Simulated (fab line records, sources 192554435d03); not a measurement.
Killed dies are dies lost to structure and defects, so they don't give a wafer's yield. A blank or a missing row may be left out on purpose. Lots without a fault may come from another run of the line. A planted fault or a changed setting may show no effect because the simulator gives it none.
A struck lot beside a sound one | flow n5_finfet | 16 steps out of a route of 1938
Sound: wafers L702.1, L702.5, L702.6. Struck: wafer L711.5. (L711.2, L711.6 of the same lot were not struck and are left out.) The cause comes at the end.
At each step with rows: each side's tool, then ch and its chambers, then its first start. Under that, the readings that differ: sound wafers | struck wafers | difference of the means | sigmas: that difference in standard deviations of wafers without a fault.
alike: readings whose means differ by less than 2 such deviations, and words and numbers that are the same on both sides. not compared: withheld readings, readings that some wafer has no value for, bounds like >300 that may hide the same value, and numbers for which the record gives no deviation and whose values overlap.
The two part at a step that has a row with sigmas, a row that says differs or no value, or rows on one side only. Numbers that don't overlap but have no deviation are shown without sigmas and don't part them. A reading that every wafer of one side lacks parts them only if that side has two wafers or more.

first, 1 step without rows for these wafers: N5_FIN_SAQP_MANDREL1_REMOVE_56 (chemistry HBr/Cl2/O2, target a-Si, stops on SiNx, bt time 10 s).
N5_FIN_SAQP_CD_MEAS_27: target cd 20 nm.
  sound on cd_sem-02 ch 0, day 3 18:19; struck on cd_sem-03 ch 0, day 6 01:30
  alike: cd_nm
N5_FIN_SAQP_ETCH_57: etches SiNx in CH3F/O2, target depth 32.5 nm, time 46.4 s.
  sound on rie_diel-06 ch 1,2,3, day 3 18:22; struck on rie_diel-05 ch 0, day 6 01:33
  alike: O2_flow_sccm, drypump_motor_current_A, etch_rf_on_time_s, oes_product_au, rf_fwd_power_W, rf_vpp_V, showerhead_plenum_p_Torr, throttle_valve_pct
  not compared: rf_hours_counter_h
then, 2 steps without rows for these wafers: N5_FIN_SAQP_ETCH_65 (etches SiO2 in CF4, target depth 4 nm, time 4.4 s); N5_FIN_SAQP_MANDREL_ETCH_58 (etches a-Si in HBr/Cl2, stops on SiNx, target depth 45 nm, bt time 10 s, time 27 s).
N5_FIN_SAQP_RECESS_63: chemistry HF/NH3, target SiO2, target depth 18 nm, afs cycles 3, sublimation time 60 s.
  sound on vapor_etch-01 ch 0,1, day 3 18:35; struck on vapor_etch-02 ch 1, day 6 01:46
  alike: drypump_motor_current_A, sublimation_temp_c, temp_c
then, 1 step without rows for these wafers: N5_FIN_SAQP_COAT_68 (time 60 s, resist thk 100 nm).
N5_FIN_SAQP_ETCH_69: etches SOC in N2/H2, stops on SiNx, target depth 150 nm.
  sound on rie_diel-04 ch 0,1,3, day 3 19:02; struck on rie_diel-06 ch 1, day 6 02:13
  alike: drypump_motor_current_A, oes_product_au, rf_fwd_power_W, rf_vpp_V, showerhead_plenum_p_Torr, throttle_valve_pct
  not compared: rf_hours_counter_h
then, 1 step without rows for these wafers: N5_FIN_SAQP_ETCH_67 (etches SiNx in CH3F/O2, target depth 30 nm).
N5_FIN_SAQP_STRIP_70: strips in N2/H2.
  sound on rie_diel-04 ch 0,1,3, day 3 19:08; struck on rie_diel-06 ch 1, day 6 02:19
  alike: drypump_motor_current_A, oes_product_au, rf_fwd_power_W, rf_vpp_V, showerhead_plenum_p_Torr, temp_c, throttle_valve_pct
  not compared: rf_hours_counter_h
then, 2 steps without rows for these wafers: N5_FIN_SAQP_RECESS_71 (chemistry HF/NH3, target SiO2, target depth 3 nm, afs cycles 1, sublimation time 60 s); N5_FIN_SAQP_SPACER2_ALD_28 (deposits SiO2, target thk 8.1 nm, pulse time 1 s, purge time 2 s).
N5_FIN_SAQP_SPACER2_ETCHBACK_29: etches SiO2 in CHF3/O2, target depth 12.2 nm, time 6.1 s.
  sound on rie_diel-06 ch 1,2,3, day 3 19:40; struck on rie_diel-05 ch 1, day 6 02:51
  reading               | sound          | struck | difference | sigmas
  oes_product_au (a.u.) | 0.76 0.70 0.77 | 1.20   | +0.46      | +5
  alike: O2_flow_sccm, drypump_motor_current_A, rf_fwd_power_W, rf_vpp_V, showerhead_plenum_p_Torr, throttle_valve_pct
  not compared: rf_hours_counter_h
N5_FIN_SAQP_MANDREL2_REMOVE_60: chemistry HBr/Cl2/O2, target a-Si, stops on SiNx, bt time 10 s.
  sound on rie_si-06 ch 0,2,3, day 3 19:45; struck on rie_si-03 ch 2, day 6 02:56
  reading               | sound             | struck | difference | sigmas
  mfc_cl2_sccm (sccm)   | 79.94 80.16 79.85 | 79.43  | -0.55      | -2
  oes_product_au (a.u.) | 1.016 0.978 1.013 | 0.966  | -0.036     | -2
  alike: O2_flow_sccm, drypump_motor_current_A, rf_fwd_power_W, throttle_valve_pct
  not compared: rf_hours_counter_h
-- the record jumps here: 6 days lie between the struck wafers' starts before and after (it left off in module FIN_SAQP and takes up again in module BEOL_M4, whose first step shown is number 1111 of the route) --
N5_BEOL_M4_RC_MEAS_101:
  sound on prober-02 ch 0, day 9 11:25; struck on prober-01 ch 0, day 12 01:40
  alike: DIBL_N, DIBL_P, IOFF_N, IOFF_P, ION_N, ION_P, SS_N, SS_P, VT_N, VT_P
N5_PASSIVATION_PROBE_49:
  the record has rows for the sound wafers here (prober-01, day 13 10:29) and none for the struck ones

WHERE THEY PART
First at N5_FIN_SAQP_SPACER2_ETCHBACK_29; last, within this record, at N5_PASSIVATION_PROBE_49.

WHY: what the simulator had put in
Process parameter drift: rie_diel-05, from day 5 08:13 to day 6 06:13, at N5_FIN_SAQP_SPACER2_ETCHBACK_29. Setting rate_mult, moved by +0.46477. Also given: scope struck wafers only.
